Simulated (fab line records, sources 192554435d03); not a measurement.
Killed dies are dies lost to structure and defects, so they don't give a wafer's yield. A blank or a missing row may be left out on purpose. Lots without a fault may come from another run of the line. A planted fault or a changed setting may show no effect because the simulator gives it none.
fab line records | flow n5_finfet
record lots=4 wafers=12 last_day=15
route steps=1938 shown BEOL_M9@1427 PASSIVATION@1936
lots that met no fault: from a run of the same line without faults
start_h: hours from the record's first day to the start of the lot's first wafer shown | wait_h: hours since the lot's step before | " the same as in the row above | L1.1+2: a row that stands for several wafers | - no value, or no start given | * or withheld: withheld | < > ~ a bound
route shown NAME@n: a module of which the file shows steps, and the number in the route of the first | usual: mean/standard deviation of fault-free wafers | same: alike in all rows | chamber/n: place in a boat | sites: the reading at each site | _std_site: their standard deviation | _edge_site: outer sites' mean less inner sites' | radius_mm: how far each site lies from the wafer's centre | mask NAME#n: copy n | behind: the tool/chamber that last shaped the wafer | hold: why the lot was held/for how many hours/how that ended | device: the transistor (n, p or np) that didn't switch | end of line: the same wafers' tests at the end of the route | a step without rows: its recipe alone | killed: dies lost to structure and defects at the first sort, not the wafer's yield | map: a wafer's dies, x killed, . not, _ none there
set.NAME: the setting as run; set.NAME@STEP: as run at that earlier step | model.NAME: the simulator's own value behind a step, which no gauge read
lots at some steps of the route; a table a step, a row a wafer
services: from which hour (start_h, from the record's first day; less than 0 if before it) a tool's chamber was out of use, for how many hours, and why
## steps
# step N5_BEOL_M9_COAT_75
# recipe resist=underlayer temp_c=205 time_s=60 spin_rpm=1500 resist_thk_nm=5
# step N5_BEOL_M9_COAT_22
# recipe resist=CAR-EUV spin_rpm=1500 resist_thk_nm=30
# step N5_BEOL_M9_EBR_24
# recipe solvent=PGMEA ebr_width_mm=1.5
# step N5_BEOL_M9_SOFTBAKE_23
# recipe temp_c=110 time_s=60 resist=CAR-EUV
# step N5_BEOL_M9_EXPOSE_25
# recipe mask_id=V8 na=0.33 source_shape=annular sigma_inner=0.4 sigma_outer=0.8 polarization=unpolarized dose_mj=37.25
# step N5_BEOL_M9_PEB_26
# recipe peb_temp_c=100 peb_time_s=60 resist=CAR-EUV
# step N5_BEOL_M9_DEVELOP_27
# recipe develop_time_s=30 developer=TMAH resist=CAR-EUV rinse_liquid=surfactant_rinse dry=air_spin dev_temp_c=23
# step N5_BEOL_M9_DESCUM_33
# recipe chemistry=O2 time_s=7 source_power_w=50 bias_power_w=20 pressure_mtorr=20 rf_frequency_hz=2.712e+07 temp_c=40 resist=CAR-EUV o2_flow_sccm=225
# step N5_BEOL_M9_ETCH_76
# recipe chemistry=N2/H2 target=underlayer target_depth_a=65 mask_material=CAR-EUV time_s=5.2 ion_energy_ev=200 pressure_mtorr=30 source_w=840 bias_w=150 n2_flow_sccm=200 h2_flow_sccm=200 ends=cleared
# step N5_BEOL_M9_ETCH_65
# recipe chemistry=CF4 target=SiARC target_depth_a=156 mask_material=CAR-EUV time_s=26 ion_energy_ev=80 pressure_mtorr=40 source_w=545 bias_w=36 Ar_flow_sccm=100 cf4_flow_sccm=100 ends=cleared
# usual drypump_motor_current_A=5.7/0.3 etch_rf_on_time_s=25.8/0.67 oes_product_au=0.64/0.059 rf_vpp_V=183.9/1.1 showerhead_plenum_p_Torr=2.14/0.065 throttle_valve_pct=15.74/0.18
# columns lot.wafer tool chamber start_h wait_h drypump_motor_current_A etch_rf_on_time_s oes_product_au rf_hours_counter_h rf_vpp_V showerhead_plenum_p_Torr throttle_valve_pct
L662.1 rie_diel-06 2 220.01 0.0 5.5 27.0 0.58 220 182.8 2.12 15.60
L662.3 " 3 " " 5.8 25.8 0.75 49 184.0 2.17 15.70
L662.4 " 1 " " 5.9 26.8 0.62 183 184.3 2.22 15.79
L664.1 rie_diel-06 0 228.68 0.0 5.8 25.8 0.63 166 186.2 2.15 15.90
L664.3 " 1 " " 5.9 26.6 0.61 186 184.4 2.22 15.81
L664.5 " 2 " " 5.5 26.8 0.58 - 182.8 2.12 15.59
L666.1 rie_diel-06 1 237.49 0.0 5.9 26.7 0.61 188 184.9 2.22 15.80
L666.4 " 0 " " 5.8 25.8 0.62 169 183.7 2.14 15.93
L666.5 " 2 " " 5.5 26.7 0.58 - 183.2 2.11 15.60
L676.1 rie_diel-03 1 307.64 0.0 6.2 25.1 0.59 234 183.4 2.04 15.93
L676.3 " 2 " " 5.5 25.7 0.74 35 185.4 2.27 15.48
L676.5 " 0 " " 5.4 26.0 0.58 - 184.3 2.11 15.85
# step N5_BEOL_M9_ETCH_66
# recipe chemistry=N2/H2 target=SOC target_depth_a=800 overetch_a=160 mask_material=SiARC temp_c=40 time_s=120 ion_energy_ev=200 pressure_mtorr=30 source_w=840 bias_w=150 n2_flow_sccm=200 h2_flow_sccm=200
# step N5_BEOL_M9_STRIP_69
# recipe chemistry=N2/H2 temp_c=40 n2_flow_sccm=200 h2_flow_sccm=200 rf_frequency_hz=6e+07
# step N5_BEOL_M9_STRIP_77
# recipe chemistry=N2/H2 temp_c=40 n2_flow_sccm=200 h2_flow_sccm=200 rf_frequency_hz=6e+07
# step N5_BEOL_M9_VIA_ETCH_34
# recipe chemistry=C4F6/O2 target=SiCOH_lowk target_depth_a=1824 mask_material=SOC taper_deg=4 time_s=68.4 ion_energy_ev=250 pressure_mtorr=30 source_w=345 bias_w=185 Ar_flow_sccm=300 C4F6_flow_sccm=10 O2_flow_sccm=10
# step N5_BEOL_M9_STRIP_73
# recipe chemistry=C4F6/O2 resist=SiARC rf_frequency_hz=6e+07
# step N5_BEOL_M9_STRIP_36
# recipe chemistry=N2/H2 power_w=450 temp_c=40 pressure_mtorr=20 rf_frequency_hz=6e+07 overash_fraction=0.3 bias_power_w=7 h2_frac=0.5 n2_flow_sccm=200 h2_flow_sccm=200
# step N5_BEOL_M9_TRENCH_ETCH_37
# recipe chemistry=C4F6/O2 target_depth_a=1514.3 target=SiCOH_lowk time_s=49 ion_energy_ev=250 pressure_mtorr=30 source_w=345 bias_w=185 Ar_flow_sccm=300 C4F6_flow_sccm=10 O2_flow_sccm=10
# step N5_BEOL_M9_ETCH_41
# recipe chemistry=CH3F/O2 target=SiCN target_depth_a=366 taper_deg=2 time_s=70.1 ion_energy_ev=120 mask_material=TiN pressure_mtorr=30 source_w=395 bias_w=75 Ar_flow_sccm=150 CH3F_flow_sccm=30 O2_flow_sccm=20
# step N5_BEOL_M9_STRIP_80
# recipe chemistry=N2/H2 time_s=10 power_w=450 temp_c=40 pressure_mtorr=20 rf_frequency_hz=6e+07 bias_power_w=7 n2_flow_sccm=200 h2_flow_sccm=200
# step N5_BEOL_M9_HM_STRIP_39
# recipe chemistry=peroxide_tin_strip material=TiN target_depth_a=250 temp_c=50 time_s=158
# step N5_BEOL_M9_SRD_40
# recipe time_s=30 temp_c=23 rinse_liquid=diw dry=ipa_marangoni
# step N5_BEOL_M9_PRECLEAN_42
# recipe chemistry=residue_remover time_s=60 temp_c=40
# step N5_BEOL_M9_SRD_43
# recipe time_s=30 temp_c=23 rinse_liquid=diw dry=ipa_marangoni
# step N5_BEOL_M9_CURE_72
# recipe temp_c=370 time_s=120 ambient=DMADMS/He material=SiCOH_lowk
# step N5_BEOL_M9_DEGAS_44
# recipe ambient=vacuum temp_c=250 time_s=60
# step N5_BEOL_M9_PRE_CLEAN_45
# recipe gas=H2/He time_s=30 temp_c=250
# step N5_BEOL_M9_ALD_74
# recipe material=TaN target_thk_a=20 temp_c=275 ald_precursor_family=PDMAT ald_co_reactant=NH3 pressure_torr=3 carrier_flow_sccm=1500 pulse_time_s=2 purge_time_s=3 co_reactant_purge_time_s=2 co_reactant_pulse_time_s=3 ald_cycles=40 precursor_vessel_temp_c=75 precursor_vessel_pressure_torr=26.25 precursor_vessel_carrier_sccm=1000
# step N5_BEOL_M9_SURFACE_TREAT_79
# recipe gas=Ar time_s=* ion_energy_ev=* ion_current_ma_cm2=0.5 pressure_mtorr=* ar_flow_sccm=30
# step N5_BEOL_M9_CVD_78
# recipe material=Co target_thk_a=20 temp_c=withheld precursor=CCTBA/H2 pressure_torr=30 time_s=138.9
# step N5_BEOL_M9_SPUTTER_48
# recipe material=Cu target_thk_a=120 temp_c=-20 bias_v=60 power_w=26000 chamber_pressure_pa=0.13 time_s=2
# step N5_BEOL_M9_ECD_50
# recipe material=Cu target_thk_a=3180
# step N5_BEOL_M9_ANNEAL_51
# recipe temp_c=225 time_s=90 ambient=N2
# step N5_BEOL_M9_CMP_52
# recipe stop_on=SiCOH_lowk t_overpolish_s=7 down_force_psi=1 platen_rpm=50 clearing_platen_down_force_psi=1.5 clearing_platen_rpm=50 post_cmp_clean=cu_alkaline target_thk_nm=140 clearing_platen_pad_velocity_m_s=0.99484 pad_velocity_m_s=0.99484
# step N5_BEOL_M9_PRE_CLEAN_55
# recipe gas=NH3 time_s=15 temp_c=withheld rf_power_w=300
# step N5_BEOL_M9_DEP_56
# recipe material=SiCN target_thk_a=150 temp_c=withheld precursor=3MS/NH3 pressure_torr=3 rf_w=202 time_s=26.5
# step N5_PASSIVATION_PROBE_49
# usual defect_limited_yield=91.1/1.4 killed_at_M0_to_M3=33/9.1 killed_at_M4_up=14/5.6 killed_at_contacts=13/5.7 killed_at_front_end=42/12 killed_at_other=4/3 killed_dies=105/16 killed_on_rim=13/4 killed_open=69/11 killed_short=34/7.5 sort_bin_5_function=5.2/0.91 sort_bin_6_memory=3.3/0.64 sort_n_pass=1075/16 sort_yield_pct=91.1/1.4
# same gross_dies=1180 killed_at_back_side=0 sort_bin_4_leakage[%]=0 sort_bin_8_speed[%]=0
# columns lot.wafer tool chamber start_h wait_h defect_limited_yield[%] killed_at_M0_to_M3 killed_at_M4_up killed_at_contacts killed_at_front_end killed_at_other killed_dies killed_on_rim killed_open killed_short sort_bin_5_function[%] sort_bin_6_memory[%] sort_n_pass sort_yield_pct[%]
L664.1 prober-01 - 283.76 0.0 82.3 41 115 15 38 0 209 10 61 34 11.9 3.6 971 82.3
L664.3 prober-01 - 283.86 0.1 87.9 36 44 13 44 6 143 30 71 32 7.5 3.5 1037 87.9
L664.5 prober-01 - 283.96 0.2 83.4 39 109 6 40 2 196 29 63 37 10.2 4.7 984 83.4
L666.1 prober-01 - 300.72 0.4 87.7 40 47 14 38 6 145 32 68 36 7.4 4.0 1035 87.7
L666.4 prober-01 - 300.87 0.6 81.6 24 116 16 54 7 217 19 75 35 11.2 4.7 963 81.6
L666.5 prober-01 - 300.92 0.6 84.0 24 101 12 51 1 189 25 58 34 10.5 3.6 991 84.0
# killed by level:class
L664.1 BEOL_M9:unspecified=113 BEOL_M2:geometric_particle:open=10 FIN_SAQP:geometric_particle:open=9 FIN_SAQP:geometric_particle:short=9 MOL_CONTACT_COAG:geometric_particle:open=9 BEOL_M1:geometric_particle:open=7 STI_FIN_REVEAL:geometric_particle:open=6 BEOL_M0_SAQP:geometric_particle:short=5
L664.3 BEOL_M9:unspecified=38 BEOL_M2:geometric_particle:open=13 MOL_CONTACT_COAG:geometric_particle:open=11 FIN_SAQP:geometric_particle:short=10 FIN_SAQP:geometric_particle:open=9 STI_FIN_REVEAL:geometric_particle:open=9 BEOL_M0_SAQP:geometric_particle:open=7 BEOL_M0_SAQP:geometric_particle:short=6
L664.5 BEOL_M9:unspecified=95 BEOL_M2:geometric_particle:open=16 BEOL_M0_SAQP:geometric_particle:short=9 FIN_SAQP:geometric_particle:open=7 STI_FIN_REVEAL:geometric_particle:open=7 FIN_SAQP:geometric_particle:short=6 BEOL_M1:geometric_particle:open=5 GATE_CUT:geometric_particle:short=4
L666.1 BEOL_M9:unspecified=38 MOL_CONTACT_COAG:geometric_particle:open=13 BEOL_M3:geometric_particle:open=12 BEOL_M0_SAQP:geometric_particle:open=10 FIN_SAQP:geometric_particle:short=8 BEOL_M0_SAQP:geometric_particle:short=8 FIN_SAQP:geometric_particle:open=6 BEOL_M5:geometric_particle:open=6
L666.4 BEOL_M9:unspecified=102 FIN_SAQP:geometric_particle:open=18 MOL_CONTACT_COAG:geometric_particle:open=13 STI_FIN_REVEAL:geometric_particle:open=12 FIN_SAQP:geometric_particle:short=9 BEOL_M0_SAQP:geometric_particle:short=5 BEOL_M2:geometric_particle:open=4 PAD_METAL:geometric_particle:short=4
L666.5 BEOL_M9:unspecified=94 FIN_SAQP:geometric_particle:open=15 FIN_SAQP:geometric_particle:short=13 BEOL_M0_SAQP:geometric_particle:short=11 MOL_CONTACT_COAG:geometric_particle:open=11 DUMMY_GATE:geometric_particle:open=6 STARTING-WAFER:geometric_particle:open=5 BEOL_M0_SAQP:geometric_particle:open=4
# map L664.1 (x killed, . not)
_________________.......x....________________
______________x................._____________
___________.............x.....xx...__________
__________.........xx......xxx.x...._________
________................xxx.xxxxx.x..._______
_______........x.....x.xx.xxxxxxxx.xx..______
______.........x..x....x.x.xxxxxx.xxx..._____
_____.............x....xxxxxxxxxxxxx.....____
____....x...............xxxxxxxxxxx.x...x.___
___........x.x........xxxxxxxxxxxxxx.x.....__
___...x..x.........x....xxxxxxxxxx.x.x.x...__
__....x.....x.........x.xxxxxxxxxx.x........_
__..........xx......x...xxxxxxx.xxx........._
_......................x..xx.xxx...x.......x.
_....xx..................xxx...x.x...x......x
_..xx...........x...............x..x.x......x
_....x......xx......x.............x..........
_.....x.........x.x.........x.x......x...x..x
_.x..........x...............................
_..x.........x..x.....x...x......x...........
_..x......x.......xx.........x......x........
__....x..x.............x.........xx........._
__.........................................._
___............x.........................x.__
___x..............................x........__
____............x.........................___
_____............x.x.....................____
______..........x..........x........x..._____
_______.......x..............x.........______
________...................x...x......_______
__________......................x..x_________
___________............x...........__________
______________........x........._____________
_________________............________________
# map L666.4 (x killed, . not)
_________________....x.x.....________________
______________........x........._____________
___________.......................x__________
__________...x.......x.x.x....x....._________
________.x................xxxxxx....xx_______
_______....x.........x..xxxxxxxx.....x.______
______...x.....x.x...x.xxxxxxxxxxxx.x..._____
_____.x........x.x....xxxxxxxxxxxxx.x.x..____
____x.........x....x..x.xxxxxxxxxx........___
___......x.............x..xxxxxxxx.xx......__
___.....................xxxxxxxxxxx.x..x...__
__..x.....x............xxxxxxxxxxxx...x....._
__......x.........xx....xxxxxxxxxxx.x..x...._
_............................xxxxxx.x..x.....
_......................x......x.x............
_..x.......x..x....x...x.....xx.....x....x...
_....x..........x.....x...x..................
_x.....x.........xx.........x..x.............
_.......x.x..........xx.xx...................
_..........................x.....x.........x.
_......x...xx.xx..........x..x........xx.....
__.x....x..x.......x.x.......x.........x...._
__............x...........................xx_
___....x......................x..x........x__
___.........x.............x................__
____.....x.x........x..x..................___
_____..............................x.....____
______........x.............x..........._____
_______.....x..........................______
________....x.x...........xx.......x.._______
__________........x................._________
___________..x.....................__________
______________x...............xx_____________
_________________..........x.________________
## services
# columns tool chamber start_h hours kind
rie_diel-03 2 214.25 38.8 repair
rie_diel-06 0 270.40 9.1 repair
## key
first_sign step=N5_PASSIVATION_PROBE_49 reading=killed_at_M4_up direction=up sigmas=13 usual=14 struck=89
effect step=N5_PASSIVATION_PROBE_49 reading=defect_limited_yield direction=down sigmas=4.9 usual=91.1 struck=84.5
more_kills_born_at N5_BEOL_M9_ETCH_65@rie_diel-06=480
met_at N5_BEOL_M9_ETCH_65
struck_wafers L664.1,L664.3,L664.5,L666.1,L666.4,L666.5
onset_between 220.01 228.68
fault kind=chamber_particle_source tool=rie_diel-06 chamber=- onset_h=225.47 steps=N5_BEOL_M9_ETCH_65 rate_per_visit_cm2=0.61079 end_h=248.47
